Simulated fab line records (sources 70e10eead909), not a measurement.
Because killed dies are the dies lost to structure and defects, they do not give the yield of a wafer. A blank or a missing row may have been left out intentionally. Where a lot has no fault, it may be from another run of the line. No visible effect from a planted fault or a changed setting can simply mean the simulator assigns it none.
Matching of chambers :: flow nand-harc :: pecvd-03 running NHARC_A_STAIRCASE_DEP_301: 3 sister chambers
The step deposits SiON, target thk 30 nm. 6 wafers are shown with their chamber, then 9 later ones without.

## WAFERS PAIRED WITH THEIR CHAMBERS
wafer: L086.4
chamber: 1
heater-power-w (W): 726
heater-power-outer-w (W): 429

wafer: L088.5
chamber: 0
heater-power-w (W): 654
heater-power-outer-w (W): 426

wafer: L088.6
chamber: 2
heater-power-w (W): 941
heater-power-outer-w (W): 554

wafer: L091.1
chamber: 1
heater-power-w (W): 779
heater-power-outer-w (W): 492

wafer: L091.2
chamber: 0
heater-power-w (W): 671
heater-power-outer-w (W): 427

wafer: L091.3
chamber: 2
heater-power-w (W): 916
heater-power-outer-w (W): 520

## WAFERS WITH NO CHAMBER GIVEN
wafer: L090.3
heater-power-w (W): 758
heater-power-outer-w (W): 463

wafer: L090.4
heater-power-w (W): 766
heater-power-outer-w (W): 466

wafer: L090.6
heater-power-w (W): 892
heater-power-outer-w (W): 520

wafer: L095.2
heater-power-w (W): 705
heater-power-outer-w (W): 471

wafer: L095.5
heater-power-w (W): 720
heater-power-outer-w (W): 469

wafer: L095.6
heater-power-w (W): 951
heater-power-outer-w (W): 567

wafer: L097.1
heater-power-w (W): 715
heater-power-outer-w (W): 468

wafer: L097.2
heater-power-w (W): 809
heater-power-outer-w (W): 534

wafer: L097.4
heater-power-w (W): 818
heater-power-outer-w (W): 520

## CHAMBER TAKEN BY EACH
wafer: L090.3
from the rows above: 1
in truth: 1

wafer: L090.4
from the rows above: 1
in truth: 1

wafer: L090.6
from the rows above: 2
in truth: 2

wafer: L095.2
from the rows above: can't be placed: 1 or 0
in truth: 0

wafer: L095.5
from the rows above: can't be placed: 1 or 0
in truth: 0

wafer: L095.6
from the rows above: 2
in truth: 2

wafer: L097.1
from the rows above: can't be placed: 1 or 0
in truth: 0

wafer: L097.2
from the rows above: can't be placed: 1 or 2
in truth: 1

wafer: L097.4
from the rows above: can't be placed: 1 or 2
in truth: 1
Placed correctly: 4 of 9. Can't be placed from these rows: 5 (the true chamber is among the candidates in 5). Number placed wrongly: 0.
How it was worked out, from the rows above alone: a wafer's distance from a chamber is the root of the sum, over the readings, of the square of ((its reading less the chamber's mean) divided by the reading's scatter). If the next closest chamber is less than 2 further off than the closest, the wafer can't be placed; otherwise it belongs to the closest. A chamber's mean is the mean of its shown wafers. The scatter: the root of (the sum of the squares of (reading less its chamber's mean) over the shown wafers, divided by (wafers less chambers)).
